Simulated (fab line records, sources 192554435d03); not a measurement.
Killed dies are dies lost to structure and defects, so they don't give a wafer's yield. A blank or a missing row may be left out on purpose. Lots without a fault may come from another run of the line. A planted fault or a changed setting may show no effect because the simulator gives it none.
fab line records | flow n5_finfet
record lots=5 wafers=15 last_day=18
route steps=1938 shown SD_EPI_P@321 SD_ACTIVATION@330 ILD0@335 SDB@347
lots that met no fault: from a run of the same line without faults
start_h: hours from the record's first day to the start of the lot's first wafer shown | wait_h: hours since the lot's step before | " the same as in the row above | L1.1+2: a row that stands for several wafers | - no value, or no start given | * or withheld: withheld | < > ~ a bound
route shown NAME@n: a module of which the file shows steps, and the number in the route of the first | usual: mean/standard deviation of fault-free wafers | same: alike in all rows | chamber/n: place in a boat | sites: the reading at each site | _std_site: their standard deviation | _edge_site: outer sites' mean less inner sites' | radius_mm: how far each site lies from the wafer's centre | mask NAME#n: copy n | behind: the tool/chamber that last shaped the wafer | hold: why the lot was held/for how many hours/how that ended | device: the transistor (n, p or np) that didn't switch | end of line: the same wafers' tests at the end of the route | a step without rows: its recipe alone | killed: dies lost to structure and defects at the first sort, not the wafer's yield | map: a wafer's dies, x killed, . not, _ none there
set.NAME: the setting as run; set.NAME@STEP: as run at that earlier step | model.NAME: the simulator's own value behind a step, which no gauge read
lots at some steps of the route; a table a step, a row a wafer
services: from which hour (start_h, from the record's first day; less than 0 if before it) a tool's chamber was out of use, for how many hours, and why
## steps
# step N5_SD_EPI_P_EPI_21
# recipe material=SiGe:B dopant=B temp_c=550 pressure_torr=20 ambient=H2 time_s=355
# usual susceptor_temp_C_max=551.0/0.41
# columns lot.wafer tool chamber start_h wait_h susceptor_temp_C_max
L087.2 epi_rpcvd-02 0 134.93 0.5 550.5
L087.4 " 0 " " 550.7
L087.5 " 0 " " 550.8
L092.1 epi_rpcvd-01 0 165.23 0.1 551.3
L092.4 " 0 166.31 1.1 551.1
L092.5 " 0 " " 551.5
L094.2 epi_rpcvd-01 0 173.72 0.6 551.2
L094.3 " 0 " " 551.2
L094.4 " 0 " " 551.3
L095.2 epi_rpcvd-02 0 182.91 0.5 550.8
L095.3 " 0 " " 550.9
L095.6 " 0 184.35 1.8 551.1
L096.3 epi_rpcvd-02 0 189.55 1.1 551.3
L096.4 " 0 " " 551.0
L096.6 " 0 " " 551.2
# step N5_SD_EPI_P_EPI_MEAS_23
# recipe mode=xrd
# usual thk_nm=61.0/1.3
# columns lot.wafer tool chamber start_h wait_h thk_nm
L087.2 film_metro-01 - 136.76 1.5 61.6
L087.4 " - " " 60.9
L087.5 " - " " 59.4
L092.1 film_metro-01 - 167.42 1.8 60.5
L092.4 " - " " 61.8
L092.5 " - " " 58.8
L094.2 film_metro-01 - 176.16 2.0 60.1
L094.3 " - " " 60.7
L094.4 " - " " 60.0
L095.2 film_metro-02 - 184.75 1.5 59.2
L095.3 " - " " 59.6
L095.6 " - " " 60.9
L096.3 film_metro-01 - 191.51 1.5 63.6
L096.4 " - " " 60.9
L096.6 " - " " 60.2
# step N5_SD_EPI_P_HM_STRIP_48
# recipe chemistry=H3PO4 temp_c=160 material=SiNx target=SiNx target_depth_a=30 overetch_fraction=0.3
# columns lot.wafer tool chamber start_h wait_h
L087.2+4+5 wet_bench-06 2,1,0 136.80 0.0
L092.1+4+5 wet_bench-01 4,6,5 167.46 0.0
L094.2+3+4 wet_bench-06 7,4,5 176.20 0.0
L095.2+3+6 wet_bench-06 2,4,3 184.78 0.0
L096.3+4+6 wet_bench-01 4,5,2 191.54 0.0
# step N5_SD_EPI_P_SRD_49
# recipe dry=ipa_marangoni time_s=30 temp_c=23 rinse_liquid=diw
# columns lot.wafer tool chamber start_h wait_h
L087.2+4+5 wet_bench-06 2,1,0 136.85 0.0
L092.1+4+5 wet_bench-01 4,6,5 167.51 0.0
L094.2+3+4 wet_bench-06 7,4,5 176.25 0.0
L095.2+3+6 wet_bench-06 2,4,3 184.83 0.0
L096.3+4+6 wet_bench-01 4,5,2 191.59 0.0
# step N5_SD_EPI_P_PRECLEAN_24
# recipe chemistry=O3/DIW time_s=45 temp_c=22 o3_ppm=10
# columns lot.wafer tool chamber start_h wait_h
L087.2+4+5 wet_bench-06 2,1,0 136.87 0.0
L092.1+4+5 wet_bench-01 4,6,5 167.53 0.0
L094.2+3+4 wet_bench-06 7,4,5 176.27 0.0
L095.2+3+6 wet_bench-06 2,4,3 184.85 0.0
L096.3+4+6 wet_bench-01 4,5,2 191.61 0.0
# step N5_SD_EPI_P_PRECLEAN_32
# recipe chemistry=dHF time_s=10 dilution=500:1 temp_c=25
# columns lot.wafer tool chamber start_h wait_h
L087.2+4+5 wet_bench-06 2,1,0 136.88 0.0
L092.1+4+5 wet_bench-01 4,6,5 167.54 0.0
L094.2+3+4 wet_bench-06 7,4,5 176.28 0.0
L095.2+3+6 wet_bench-06 2,4,3 184.87 0.0
L096.3+4+6 wet_bench-01 4,5,2 191.63 0.0
# step N5_SD_EPI_P_PRECLEAN_33
# recipe chemistry=SC2 time_s=45 temp_c=35 mix=1:1:50
# columns lot.wafer tool chamber start_h wait_h
L087.2+4+5 wet_bench-06 2,1,0 136.88 0.0
L092.1+4+5 wet_bench-01 4,6,5 167.55 0.0
L094.2+3+4 wet_bench-06 7,4,5 176.28 0.0
L095.2+3+6 wet_bench-06 2,4,3 184.87 0.0
L096.3+4+6 wet_bench-01 4,5,2 191.63 0.0
# step N5_SD_EPI_P_SRD_25
# recipe time_s=30 temp_c=23 rinse_liquid=diw dry=ipa_marangoni
# columns lot.wafer tool chamber start_h wait_h
L087.2+4+5 wet_bench-06 2,1,0 136.90 0.0
L092.1+4+5 wet_bench-01 4,6,5 167.56 0.0
L094.2+3+4 wet_bench-06 7,4,5 176.29 0.0
L095.2+3+6 wet_bench-06 2,4,3 184.88 0.0
L096.3+4+6 wet_bench-01 4,5,2 191.64 0.0
# step N5_SD_EPI_P_INSPECT_26
# recipe inspect_instrument=darkfield mode=post_epi
# usual raw_defect_count=180/41
# columns lot.wafer tool chamber start_h wait_h raw_defect_count
L087.2 defect_inspect-02 - 136.94 0.0 174
L087.4 " - " " 167
L087.5 " - " " 197
L092.1 defect_inspect-02 - 167.60 0.0 208
L092.4 " - " " 199
L092.5 " - " " 184
L094.2 defect_inspect-02 - 176.33 0.0 198
L094.3 " - " " 236
L094.4 " - " " 142
L095.2 defect_inspect-02 - 184.92 0.0 169
L095.3 " - " " 163
L095.6 " - " " 158
L096.3 defect_inspect-02 - 191.68 0.0 176
L096.4 " - " " 179
L096.6 " - " " 189
# step N5_SD_ACTIVATION_RTA_00
# recipe temp_c=975 time_s=0 ambient=N2 idle_temp_c=600 ramp_up_c_per_s=150 ramp_down_c_per_s=60 cool_to_c=600
# usual lamp_power_pct=8.96/0.053 wafer_temp_C_max=975.1/2
# columns lot.wafer tool chamber start_h wait_h lamp_power_pct wafer_temp_C_max
L087.2 rtp_anneal-02 0 136.99 0.1 8.97 977.3
L087.4 " 0 " " 8.90 974.6
L087.5 " 0 " " 9.04 973.7
L092.1 rtp_anneal-01 0 167.63 0.0 8.94 975.8
L092.4 " 0 " " 8.95 976.5
L092.5 " 0 " " 8.99 972.3
L094.2 rtp_anneal-01 0 176.74 0.4 8.92 970.9
L094.3 " 0 " " 8.91 974.7
L094.4 " 0 " " 8.92 975.7
L095.2 rtp_anneal-01 0 185.05 0.1 8.92 979.5
L095.3 " 0 " " 8.85 976.3
L095.6 " 0 " " 8.91 973.8
L096.3 rtp_anneal-02 0 191.77 0.1 8.94 973.8
L096.4 " 0 " " 8.94 973.1
L096.6 " 0 " " 9.03 976.0
# step N5_SD_ACTIVATION_LSA_01
# recipe temp_c=1080 time_s=0.0008 ambient=N2
# usual wafer_temp_C_max=1085.7/1.4
# columns lot.wafer tool chamber start_h wait_h wafer_temp_C_max
L087.2 laser_anneal-02 0 137.20 0.2 1086.2
L087.4 " 0 " " 1088.2
L087.5 " 0 " " 1085.8
L092.1 laser_anneal-01 0 167.83 0.2 1085.3
L092.4 " 0 " " 1085.0
L092.5 " 0 " " 1083.3
L094.2 laser_anneal-01 0 177.09 0.3 1085.1
L094.3 " 0 " " 1084.1
L094.4 " 0 " " 1084.9
L095.2 laser_anneal-01 0 185.25 0.2 1085.3
L095.3 " 0 " " 1085.6
L095.6 " 0 " " 1084.9
L096.3 laser_anneal-02 0 191.97 0.2 1086.1
L096.4 " 0 " " 1085.5
L096.6 " 0 " " 1087.5
# step N5_SD_ACTIVATION_RS_MEAS_03
# recipe thk_meas_gauge=four-point-probe
# usual RS_SD_N=21.87/0.26 RS_SD_P=56.0/0.84
# columns lot.wafer tool chamber start_h wait_h RS_SD_N[ohm/sq] RS_SD_P[ohm/sq]
L087.2 film_metro-01 - 137.39 0.2 21.84 54.6
L087.4 " - " " 21.56 54.3
L087.5 " - " " 21.92 54.8
L092.1 film_metro-01 - 168.04 0.2 21.46 56.9
L092.4 " - " " 21.83 56.0
L092.5 " - " " 21.63 57.1
L094.2 film_metro-02 - 177.28 0.2 21.50 55.4
L094.3 " - " " 21.98 55.0
L094.4 " - " " 21.74 55.1
L095.2 film_metro-01 - 185.45 0.2 22.14 56.5
L095.3 " - " " 21.88 56.5
L095.6 " - " " 21.89 56.0
L096.3 film_metro-02 - 192.15 0.2 21.85 55.9
L096.4 " - " " 22.25 56.3
L096.6 " - " " 21.98 56.5
# step N5_SD_ACTIVATION_INSPECT_02
# recipe inspect_instrument=darkfield mode=post_anneal
# usual raw_defect_count=180/37
# columns lot.wafer tool chamber start_h wait_h raw_defect_count
L087.2 defect_inspect-02 - 137.69 0.1 173
L087.4 " - " " 186
L087.5 " - " " 189
L092.1 defect_inspect-01 - 168.37 0.2 175
L092.4 " - " " 204
L092.5 " - " " 166
L094.2 defect_inspect-01 - 177.58 0.1 194
L094.3 " - " " 228
L094.4 " - " " 124
L095.2 defect_inspect-02 - 185.75 0.1 181
L095.3 " - " " 156
L095.6 " - " " 147
L096.3 defect_inspect-01 - 192.44 0.1 172
L096.4 " - " " 173
L096.6 " - " " 173
# step N5_ILD0_LINER_00
# recipe material=SiNx target_thk_a=40 temp_c=400 ald_precursor_family=SiH2I2 ald_co_reactant=N2/H2-plasma pulse_time_s=1 purge_time_s=2 co_reactant_purge_time_s=2 ald_cycles=80 pressure_torr=2
# usual heater_power_w=880/67 precursor_pulse_height_rel=1.000/0.024
# same purge_time_s=2
# columns lot.wafer tool chamber start_h wait_h heater_power_w precursor_pulse_height_rel
L087.2 ald_sin-01 1 137.83 0.1 769 1.064
L087.4 " 0 " " 877 0.993
L087.5 " 3 " " 955 1.013
L092.1 ald_sin-04 2 168.40 0.0 877 0.982
L092.4 " 0 " " 924 1.010
L092.5 " 0 " " 915 0.960
L094.2 ald_sin-04 0 177.62 0.0 945 1.004
L094.3 " 3 " " 873 0.946
L094.4 " 2 " " 915 0.987
L095.2 ald_sin-03 0 185.85 0.1 966 0.973
L095.3 " 1 " " 801 1.018
L095.6 " 3 " " 944 1.017
L096.3 ald_sin-03 0 192.47 0.0 954 0.997
L096.4 " 3 " " 950 0.979
L096.6 " 0 " " 952 0.978
# step N5_ILD0_FCVD_FILL_01
# recipe material=SiO2_flowable target_thk_a=2000 temp_c=100 pressure_torr=0.8 rf_w=2000 time_s=328.3
# columns lot.wafer tool chamber start_h wait_h
L087.2+4+5 fcvd-01 0,1,1 138.25 0.2
L092.1+4+5 fcvd-01 1,0,0 168.82 0.2
L094.2+3+4 fcvd-02 1,0,1 178.03 0.2
L095.2+3+6 fcvd-01 0,1,1 186.26 0.2
L096.3+4+6 fcvd-02 0 193.13 0.5
# step N5_ILD0_CURE_02
# recipe temp_c=450 time_s=1800 ambient=steam idle_temp_c=400 ramp_up_c_per_min=5 ramp_down_c_per_min=3 densification_p_h2o_torr=640
# usual tube_center_temp_C_max=451.18/0.24
# columns lot.wafer tool chamber start_h wait_h tube_center_temp_C_max
L087.2 furnace-03 0 138.64 0.3 450.95
L087.4 " 0 " " 450.85
L087.5 " 0 " " 451.25
L092.1 furnace-02 0 169.21 0.3 451.16
L092.4 " 0 " " 451.46
L092.5 " 0 " " 451.00
L094.2 furnace-02 0 179.11 1.0 450.97
L094.3 " 0 " " 451.01
L094.4 " 0 " " 450.85
L095.2 furnace-01 0 186.66 0.3 451.13
L095.3 " 0 " " 450.76
L095.6 " 0 " " 451.40
L096.3 furnace-02 0 193.64 0.4 451.02
L096.4 " 0 " " 451.50
L096.6 " 0 " " 451.12
# step N5_ILD0_CMP_03
# recipe stop_on=SiNx t_overpolish_s=1.9 post_cmp_clean=alkaline_brush down_force_psi=4.1491 platen_rpm=51.796 pad_velocity_m_s=1.0306 target_thk_nm=197.38
# usual motor_current_A=12.1/1.5 overpolish_run_s=1.900/0.0092 platen_rpm=51.79/0.034 slurry_filter_dp_kPa=13.50/0.13 time_to_endpoint_s=70/3.2
# columns lot.wafer tool chamber start_h wait_h motor_current_A overpolish_run_s platen_rpm slurry_filter_dp_kPa time_to_endpoint_s
L087.2 cmp-02 2 140.24 0.1 11.3 1.905 51.79 13.53 68
L087.4 " 0 " " 12.2 1.897 51.76 13.35 70
L087.5 " 1 " " 10.1 1.900 51.82 13.70 69
L092.1 cmp-02 2 170.77 0.0 11.1 1.917 51.86 13.34 64
L092.4 " 0 " " 11.6 1.898 51.81 13.69 69
L092.5 " 2 " " 10.9 1.899 51.85 13.52 64
L094.4 cmp-04 0 180.68 0.0 14.9 1.907 51.78 13.49 74
L094.3 " 1 " " 12.5 1.899 51.77 13.46 76
L094.2 " 2 " " 12.0 1.909 51.77 13.25 70
L095.2 cmp-01 2 188.21 0.0 14.5 1.912 51.79 13.45 66
L095.3 " 3 " " 13.2 1.879 51.84 13.24 63
L095.6 " 3 " " 13.4 1.891 51.77 13.59 64
L096.3 cmp-02 2 195.20 0.0 11.5 1.902 51.74 13.65 62
L096.4 " 1 " " 10.5 1.890 51.81 13.27 71
L096.6 " 3 " " 10.5 1.890 51.78 13.65 69
# step N5_ILD0_THK_MEAS_04
# usual thk_nm=197.2/1.1
# columns lot.wafer tool chamber start_h wait_h thk_nm
L087.2 film_metro-02 - 140.50 - 197.1
L087.4 " - " " 196.4
L087.5 " - " " 198.2
L092.1 film_metro-01 - 171.06 - 196.1
L092.4 " - " " 196.7
L092.5 " - " " 197.5
L094.2 film_metro-01 - 180.97 - 197.4
L094.3 " - " " 197.2
L094.4 " - " " 197.1
L095.2 film_metro-02 - 188.51 - 197.4
L095.3 " - " " 195.6
L095.6 " - " " 196.3
L096.3 film_metro-01 - 195.49 - 196.3
L096.4 " - " " 198.3
L096.6 " - " " 197.6
# step N5_ILD0_CMP_07
# recipe stop_on=poly-Si material=SiO2_flowable t_overpolish_s=1.18 post_cmp_clean=alkaline_brush down_force_psi=4.1491 platen_rpm=51.796 pad_velocity_m_s=1.0306 target_thk_nm=138.88
# usual motor_current_A=12.2/1.4 platen_rpm=51.79/0.034 slurry_filter_dp_kPa=13.50/0.13
# columns lot.wafer tool chamber start_h wait_h motor_current_A platen_rpm slurry_filter_dp_kPa
L087.4 cmp-01 3 140.52 0.0 13.0 51.83 13.50
L087.2 " 2 " " 14.8 51.81 13.36
L087.5 " 3 " " 13.6 51.78 13.39
L092.4 cmp-01 2 171.13 0.1 14.0 51.85 13.42
L092.1 " 3 " " 13.5 51.86 13.37
L092.5 " 2 " " 14.5 51.80 13.47
L094.3 cmp-04 1 181.00 0.0 13.0 51.79 13.57
L094.2 " 3 " " 13.8 51.82 13.38
L094.4 " 0 " " 14.6 51.81 13.50
L095.2 cmp-04 0 188.54 0.0 14.6 51.79 13.42
L095.3 " 1 " " 12.5 51.79 13.49
L095.6 " 0 " " 14.9 51.80 13.62
L096.3 cmp-04 2 195.56 0.1 12.1 51.80 13.31
L096.4 " 3 " " 14.0 51.83 13.59
L096.6 " 1 " " 12.7 51.73 13.31
# step N5_ILD0_THK_MEAS_08
# usual thk_nm=138.7/0.97
# columns lot.wafer tool chamber start_h wait_h thk_nm
L087.2 film_metro-02 - 140.82 - 139.9
L087.4 " - " " 137.8
L087.5 " - " " 139.4
L092.1 film_metro-01 - 171.39 - 137.9
L092.4 " - " " 140.0
L092.5 " - " " 139.3
L094.2 film_metro-02 - 181.30 - 137.1
L094.3 " - " " 138.6
L094.4 " - " " 139.1
L095.2 film_metro-02 - 188.83 - 138.8
L095.3 " - " " 138.6
L095.6 " - " " 140.5
L096.3 film_metro-02 - 195.82 - 138.5
L096.4 " - " " 139.2
L096.6 " - " " 140.7
# step N5_ILD0_PRECLEAN_10
# recipe chemistry=NF3:NH3 afs_cycles=5 time_s=20 temp_c=30 sublimation_temp_c=180 sublimation_time_s=60 pressure_torr=3 rf_power_w=30
# columns lot.wafer tool chamber start_h wait_h
L087.2+4+5 remote_plasma-01 0 140.97 0.1
L092.1+4+5 remote_plasma-01 1 171.42 0.0
L094.2+3+4 remote_plasma-02 1 181.44 0.1
L095.2+3+6 remote_plasma-01 0 188.98 0.1
L096.3+4+6 remote_plasma-01 1 196.07 0.3
# step N5_ILD0_ALD_15
# recipe material=SiNx target_thk_a=240 temp_c=400 ald_precursor_family=SiH2I2 ald_co_reactant=N2/H2-plasma pulse_time_s=1 ald_cycles=480 purge_time_s=2 co_reactant_purge_time_s=2 pressure_torr=2
# usual heater_power_w=884/69 precursor_pulse_height_rel=1.000/0.02
# same purge_time_s=2
# columns lot.wafer tool chamber start_h wait_h heater_power_w precursor_pulse_height_rel
L087.2 ald_sin-04 3 141.54 0.5 862 1.006
L087.4 " 0 " " 938 1.011
L087.5 " 2 142.62 1.2 877 1.011
L092.1 ald_sin-01 1 172.10 0.6 765 0.984
L092.4 " 0 " " 893 0.968
L092.5 " 2 173.19 1.2 886 0.999
L094.2 ald_sin-04 1 182.03 0.5 772 0.975
L094.3 " 2 " " 915 1.004
L094.4 " 0 " " 937 1.038
L095.2 ald_sin-03 2 189.55 0.5 874 1.019
L095.3 " 0 " " 993 1.010
L095.6 " 0 190.63 1.1 967 0.975
L096.3 ald_sin-01 0 196.53 0.4 897 0.972
L096.4 " 3 197.62 1.3 960 1.015
L096.6 " 0 " " 883 0.992
# step N5_ILD0_CMP_12
# recipe stop_on=poly-Si material=SiNx t_overpolish_s=6 post_cmp_clean=alkaline_brush down_force_psi=2.5 platen_rpm=51.8 pad_velocity_m_s=1.0307 target_thk_nm=17.67
# usual motor_current_A=9.1/1.1 overpolish_run_s=6.001/0.0086 platen_rpm=51.80/0.036 slurry_filter_dp_kPa=13.48/0.13 time_to_endpoint_s=27.9/2.2
# columns lot.wafer tool chamber start_h wait_h motor_current_A overpolish_run_s platen_rpm slurry_filter_dp_kPa time_to_endpoint_s
L087.4 cmp-02 2 143.74 1.1 8.4 6.000 51.80 13.32 27.9
L087.2 " 1 " " 7.9 6.009 51.81 13.44 32.0
L087.5 " 3 " " 7.7 6.007 51.78 13.69 29.9
L092.4 cmp-01 2 174.34 1.2 10.8 6.005 51.77 13.63 29.5
L092.1 " 3 " " 9.7 5.998 51.81 13.58 25.8
L092.5 " 1 " " 9.5 5.994 51.82 13.42 30.3
L094.4 cmp-01 1 184.23 1.1 9.8 6.006 51.77 13.39 27.7
L094.2 " 2 " " 10.9 5.997 51.87 13.09 27.8
L094.3 " 3 " " 9.9 6.004 51.81 13.43 25.6
L095.2 cmp-02 0 191.82 1.2 8.7 6.005 51.85 13.66 29.1
L095.3 " 1 " " 7.7 5.992 51.78 13.53 32.1
L095.6 " 3 " " 7.6 5.999 51.82 13.46 29.4
L096.4 cmp-04 2 198.77 0.1 8.7 6.008 51.71 13.28 32.3
L096.3 " 0 " " 11.1 5.992 51.82 13.47 29.0
L096.6 " 1 " " 9.0 6.001 51.80 13.47 32.1
# step N5_ILD0_THK_MEAS_13
# usual thk_nm=17.5/1.1
# columns lot.wafer tool chamber start_h wait_h thk_nm
L087.2 film_metro-01 - 144.03 - 17.9
L087.4 " - " " 15.6
L087.5 " - " " 17.4
L092.1 film_metro-01 - 174.60 - 15.9
L092.4 " - " " 16.5
L092.5 " - " " 17.4
L094.2 film_metro-02 - 184.52 - 17.6
L094.3 " - " " 16.6
L094.4 " - " " 17.8
L095.2 film_metro-02 - 192.04 - 17.7
L095.3 " - " " 17.0
L095.6 " - " " 18.3
L096.3 film_metro-01 - 199.03 - 18.4
L096.4 " - " " 18.7
L096.6 " - " " 18.9
# step N5_ILD0_INSPECT_06
# recipe inspect_instrument=darkfield mode=post_cmp
# usual raw_defect_count=35/16
# columns lot.wafer tool chamber start_h wait_h raw_defect_count
L087.2 defect_inspect-01 - 144.06 0.0 42
L087.4 " - " " 41
L087.5 " - " " 44
L092.1 defect_inspect-01 - 174.62 0.0 37
L092.4 " - " " 37
L092.5 " - " " 23
L094.2 defect_inspect-02 - 184.55 0.0 18
L094.3 " - " " 24
L094.4 " - " " 5
L095.2 defect_inspect-02 - 192.07 0.0 58
L095.3 " - " " 37
L095.6 " - " " 43
L096.3 defect_inspect-02 - 199.05 0.0 28
L096.4 " - " " 16
L096.6 " - " " 24
# step N5_SDB_HM_DEP_00
# recipe material=SiNx target_thk_a=400 temp_c=400 precursor=SiH4/NH3/N2 pressure_torr=1.5 rf_w=300 time_s=35.3
# usual heater_power_w=777/98 showerhead_plenum_p_Torr=5.12/0.07 showerhead_vpp_V=1065/48 throttle_valve_pct=39.8/2.3
# columns lot.wafer tool chamber start_h wait_h heater_power_w showerhead_plenum_p_Torr showerhead_vpp_V throttle_valve_pct
L087.2 pecvd-03 1 144.10 0.0 915 5.15 1057 43.7
L087.4 " 1 " " 913 5.15 1091 43.7
L087.5 " 2 " " 773 5.10 1040 38.9
L092.1 pecvd-01 2 174.66 0.0 654 5.03 1019 37.8
L092.4 " 0 " " 853 5.09 1060 41.9
L092.5 " 2 " " 681 5.02 1020 38.0
L094.2 pecvd-03 1 184.58 0.0 962 5.15 1095 43.8
L094.3 " 2 " " 724 5.09 1049 39.0
L094.4 " 1 " " 953 5.15 1082 43.7
L095.2 pecvd-03 1 192.10 0.0 950 5.15 1073 44.0
L095.3 " 0 " " 766 5.13 1057 41.4
L095.6 " 0 " " 729 5.11 1050 41.0
L096.3 pecvd-03 0 199.09 0.0 763 5.13 1037 41.1
L096.4 " 0 " " 746 5.13 1059 41.2
L096.6 " 2 " " 781 5.10 1032 38.9
# step N5_SDB_COAT_03
# recipe resist=SOC temp_c=250 time_s=60 spin_rpm=1500 resist_thk_nm=100
# columns lot.wafer tool chamber start_h wait_h
L087.2+4+5 litho_track-05 0 144.18 0.1
L092.1+4+5 litho_track-01 0 174.74 0.1
L094.2+3+4 litho_track-05 0 184.67 0.1
L095.2+3+6 litho_track-05 0 192.19 0.1
L096.3+4+6 litho_track-05 0 199.17 0.1
# step N5_SDB_COAT_04
# recipe resist=SiARC temp_c=220 time_s=60 spin_rpm=1500 resist_thk_nm=18
# columns lot.wafer tool chamber start_h wait_h
L087.2+4+5 litho_track-05 0 - -
L092.1+4+5 litho_track-01 0 - -
L094.2+3+4 litho_track-05 0 - -
L095.2+3+6 litho_track-05 0 - -
L096.3+4+6 litho_track-05 0 - -
# step N5_SDB_COAT_05
# recipe resist=CAR-ArF spin_rpm=1500 resist_thk_nm=90
# columns lot.wafer tool chamber start_h wait_h
L087.2+4+5 litho_track-05 0 - -
L092.1+4+5 litho_track-01 0 - -
L094.2+3+4 litho_track-05 0 - -
L095.2+3+6 litho_track-05 0 - -
L096.3+4+6 litho_track-05 0 - -
# step N5_SDB_EBR_07
# recipe solvent=PGMEA ebr_width_mm=1.5
# same ebr_width_mm=1.5
# columns lot.wafer tool chamber start_h wait_h
L087.2+4+5 litho_track-05 0 - -
L092.1+4+5 litho_track-01 0 - -
L094.2+3+4 litho_track-05 0 - -
L095.2+3+6 litho_track-05 0 - -
L096.3+4+6 litho_track-05 0 - -
# step N5_SDB_SOFTBAKE_06
# recipe temp_c=110 time_s=60 resist=CAR-ArF
# columns lot.wafer tool chamber start_h wait_h
L087.2+4+5 litho_track-05 0 - -
L092.1+4+5 litho_track-01 0 - -
L094.2+3+4 litho_track-05 0 - -
L095.2+3+6 litho_track-05 0 - -
L096.3+4+6 litho_track-05 0 - -
# step N5_SDB_EXPOSE_08
# recipe mask_id=SDB na=1.35 source_shape=conventional sigma_outer=0.5 polarization=unpolarized dose_mj=49.6
# columns lot.wafer tool chamber start_h wait_h mask
L087.2+4+5 arfi_scanner-02 0 144.43 - SDB#0
L092.1+4+5 arfi_scanner-02 0 174.99 - SDB#0
L094.2+3+4 arfi_scanner-01 0 184.91 - SDB#0
L095.2+3+6 arfi_scanner-02 0 192.44 - SDB#0
L096.3+4+6 arfi_scanner-03 0 199.43 - SDB#0
# step N5_SDB_PEB_09
# recipe peb_temp_c=withheld peb_time_s=60 resist=CAR-ArF
# same peb_time_s=60
# columns lot.wafer tool chamber start_h wait_h
L087.2+4+5 litho_track-05 0 144.49 0.0
L092.1+4+5 litho_track-04 0 175.04 0.1
L094.2+3+4 litho_track-01 0 184.97 0.0
L095.2+3+6 litho_track-05 0 192.49 0.0
L096.3+4+6 litho_track-05 0 199.47 0.0
# step N5_SDB_DEVELOP_10
# recipe develop_time_s=30 developer=TMAH resist=CAR-ArF rinse_liquid=diw dry=air_spin dev_temp_c=23
# columns lot.wafer tool chamber start_h wait_h
L087.2+4+5 litho_track-05 0 - -
L092.1+4+5 litho_track-04 0 - -
L094.2+3+4 litho_track-01 0 - -
L095.2+3+6 litho_track-05 0 - -
L096.3+4+6 litho_track-05 0 - -
# step N5_SDB_CD_MEAS_11
# recipe target_cd_nm=50 landing_energy_ev=500 detector=se_inlens polarity=opening
# usual cd_nm=50.3/1.2
# columns lot.wafer tool chamber start_h wait_h cd_nm
L087.2 cd_sem-02 0 144.55 - 50.5
L087.4 " 0 " " 52.1
L087.5 " 0 " " 49.9
L092.1 cd_sem-02 0 175.11 - 49.8
L092.4 " 0 " " 50.7
L092.5 " 0 " " 49.4
L094.2 cd_sem-02 0 185.04 - 49.9
L094.3 " 0 " " 52.3
L094.4 " 0 " " 50.9
L095.2 cd_sem-03 0 192.56 - 49.1
L095.3 " 0 " " 51.9
L095.6 " 0 " " 50.1
L096.3 cd_sem-01 0 199.54 - 50.8
L096.4 " 0 " " 50.3
L096.6 " 0 " " 49.9
# step N5_SDB_OVL_MEAS_12
# recipe points_per_wafer=44
# usual SDB_OVL=-0.5/0.71
# columns lot.wafer tool chamber start_h wait_h SDB_OVL[nm]
L087.2 overlay-01 0 144.58 0.0 -1.1
L087.4 " 0 " " -0.5
L087.5 " 0 " " -1.9
L092.1 overlay-02 0 175.14 0.0 -0.1
L092.4 " 0 " " -0.3
L092.5 " 0 " " -1.1
L094.2 overlay-02 0 185.06 0.0 0.0
L094.3 " 0 " " -0.3
L094.4 " 0 " " 1.6
L095.2 overlay-01 0 192.59 0.0 -0.8
L095.3 " 0 " " -0.9
L095.6 " 0 " " -1.3
L096.3 overlay-01 0 199.57 0.0 -1.4
L096.4 " 0 " " -1.2
L096.6 " 0 " " -0.1
# step N5_SDB_INSPECT_13
# recipe mode=adi inspect_instrument=brightfield
# usual raw_defect_count=67/24
# columns lot.wafer tool chamber start_h wait_h raw_defect_count
L087.2 defect_inspect-01 - 144.61 0.0 46
L087.4 " - " " 69
L087.5 " - " " 40
L092.1 defect_inspect-01 - 175.16 0.0 72
L092.4 " - " " 108
L092.5 " - " " 81
L094.2 defect_inspect-01 - 185.09 0.0 120
L094.3 " - " " 135
L094.4 " - " " 103
L095.2 defect_inspect-02 - 192.61 0.0 44
L095.3 " - " " 51
L095.6 " - " " 71
L096.3 defect_inspect-02 - 199.59 0.0 83
L096.4 " - " " 69
L096.6 " - " " 49
# step N5_SDB_DESCUM_16
# recipe chemistry=O2 time_s=7.9 source_power_w=50 bias_power_w=20 pressure_mtorr=20 rf_frequency_hz=2.712e+07 temp_c=40 resist=CAR-ArF o2_flow_sccm=225
# usual drypump_motor_current_A=5.6/0.55 oes_product_au=0.75/0.075 rf_vpp_V=242.8/1.2 showerhead_plenum_p_Torr=2.06/0.059 throttle_valve_pct=20.40/0.23
# columns lot.wafer tool chamber start_h wait_h drypump_motor_current_A oes_product_au rf_hours_counter_h rf_vpp_V showerhead_plenum_p_Torr throttle_valve_pct
L087.2 rie_diel-06 3 144.99 0.4 5.4 0.70 205 240.4 1.98 20.51
L087.4 " 2 " " 6.6 0.68 233 241.8 1.97 20.36
L087.5 " 2 " " 6.7 0.68 - 242.1 1.97 20.36
L092.1 rie_diel-06 2 175.20 0.0 6.6 0.67 245 241.7 1.97 20.38
L092.4 " 1 " " 4.9 0.76 150 242.9 2.02 20.82
L092.5 " 3 " " 5.4 0.69 - 241.6 1.97 20.54
L094.2 rie_diel-06 3 185.12 0.0 5.4 0.69 222 239.8 1.97 20.53
L094.3 " 2 " " 6.6 0.68 249 242.1 1.97 20.38
L094.4 " 0 " " 5.6 0.77 168 242.3 2.09 20.41
L095.2 rie_diel-05 0 192.64 0.0 6.1 0.88 44 241.7 2.05 20.14
L095.3 " 1 " " 5.8 0.70 244 243.1 2.06 20.53
L095.6 " 2 " " 5.5 0.65 - 244.1 2.15 20.26
L096.3 rie_diel-05 0 199.63 0.0 6.1 0.88 47 241.6 2.05 20.15
L096.4 " 0 " " 6.1 0.88 - 241.1 2.05 20.14
L096.6 " 1 " " 5.7 0.70 - 241.6 2.06 20.56
## services
# columns tool chamber start_h hours kind
pecvd-01 - 115.27 1.3 repair
pecvd-03 - 116.11 6.0 pm
arfi_scanner-01 - 117.71 4.9 pm
arfi_scanner-03 - 121.41 0.3 repair
arfi_scanner-02 - 123.43 1.0 pm
cmp-02 - 127.72 4.6 pm
cmp-01 - 132.22 4.6 pm
cmp-02 - 136.03 4.0 pm
epi_rpcvd-02 - 136.96 1.3 repair
arfi_scanner-01 - 137.12 0.8 pm
arfi_scanner-01 - 138.25 0.3 repair
laser_anneal-01 - 143.86 4.2 pm
arfi_scanner-02 - 147.21 2.1 repair
rie_diel-05 - 147.49 16.3 repair
fcvd-02 0 163.84 7.8 repair
arfi_scanner-02 - 165.16 0.8 pm
pecvd-03 2 170.54 5.2 repair
arfi_scanner-02 - 173.36 1.0 pm
cmp-01 - 178.17 4.0 pm
ald_sin-01 - 178.71 0.8 pm
laser_anneal-02 - 180.16 6.8 pm
cmp-01 - 183.39 0.2 repair
wet_bench-06 - 189.37 1.9 pm
ald_sin-01 1 195.26 18.3 repair
## key
fault none
